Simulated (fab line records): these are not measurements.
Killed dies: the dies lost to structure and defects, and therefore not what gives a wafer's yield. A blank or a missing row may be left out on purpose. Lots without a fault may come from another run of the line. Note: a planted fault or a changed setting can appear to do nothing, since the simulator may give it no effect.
Matching of chambers | flow n5Finfet | N5_BEOL_M0_SAQP_SPACER2_ALD_26 on aldSin-03: 4 sister chambers
The step deposits SiO2, target thk 15 nm, pulse time 1 s, purge time 2 s. 16 wafers are shown with their chamber, then 8 later ones without.

== WAFERS, EACH WITH ITS CHAMBER ==
wafer  | chamber | heaterPowerW (W) | heaterPowerOuterW (W) | precursorPulseHeightRel
L075.1 | 1       | 468              | 295                   | 0.955
L075.3 | 3       | 546              | 304                   | 0.985
L075.6 | 0       | 453              | 254                   | 1.033
L076.1 | 1       | 477              | 282                   | 0.993
L076.3 | 0       | 445              | 249                   | 1.014
L076.4 | 3       | 559              | 304                   | 1.028
L081.1 | 0       | 446              | 255                   | 0.991
L081.2 | 3       | 564              | 296                   | 0.973
L081.5 | 2       | 475              | 254                   | 0.975
L088.1 | 0       | 454              | 257                   | 1.003
L088.4 | 2       | 489              | 246                   | 1.004
L088.6 | 0       | 460              | 249                   | 1.023
L089.2 | 2       | 470              | 243                   | 0.982
L089.3 | 3       | 553              | 301                   | 1.016
L089.5 | 0       | 454              | 254                   | 1.027
L091.2 | 0       | 456              | 249                   | 1.038

SIGNATURES (means of the wafers above)
reading                 | chamber 0 | chamber 1 | chamber 2 | chamber 3 | scatter within a chamber
heaterPowerW            | 452.57    | 472.50    | 478.00    | 555.50    | 7
heaterPowerOuterW       | 252.43    | 288.50    | 247.67    | 301.25    | 4.65
precursorPulseHeightRel | 1.01843   | 0.97400   | 0.98700   | 1.00050   | 0.0202
Rule: distance of a wafer from a chamber = root of the sum over the readings of ((wafer's reading minus chamber's mean) / reading's scatter) squared. The wafer belongs to the nearest chamber; if the next one is less than 2 further off, it can't be placed. The scatter: take each reading less its chamber's mean, square it, sum over the shown wafers, divide by the number of wafers less the number of chambers, and take the root.

== WAFERS MISSING THEIR CHAMBER ==
wafer  | heaterPowerW (W) | heaterPowerOuterW (W) | precursorPulseHeightRel
L091.4 | 477              | 283                   | 1.027
L091.6 | 479              | 293                   | 0.971
L092.2 | 480              | 289                   | 0.995
L092.3 | 547              | 307                   | 0.980
L092.5 | 535              | 298                   | 1.009
L097.2 | 463              | 256                   | 1.026
L097.3 | 558              | 303                   | 0.970
L097.4 | 489              | 292                   | 1.002

== EACH ONE'S CHAMBER ==
wafer  | from the rows above     | in truth
L091.4 | 1                       | 1
L091.6 | 1                       | 1
L092.2 | 1                       | 1
L092.3 | 3                       | 3
L092.5 | 3                       | 3
L097.2 | can't be placed: 0 or 2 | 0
L097.3 | 3                       | 3
L097.4 | 1                       | 1
7 of 8 placed correctly. Unplaceable from these rows: 1, with the true chamber sitting among the candidates in 1. Number placed wrongly: 0.
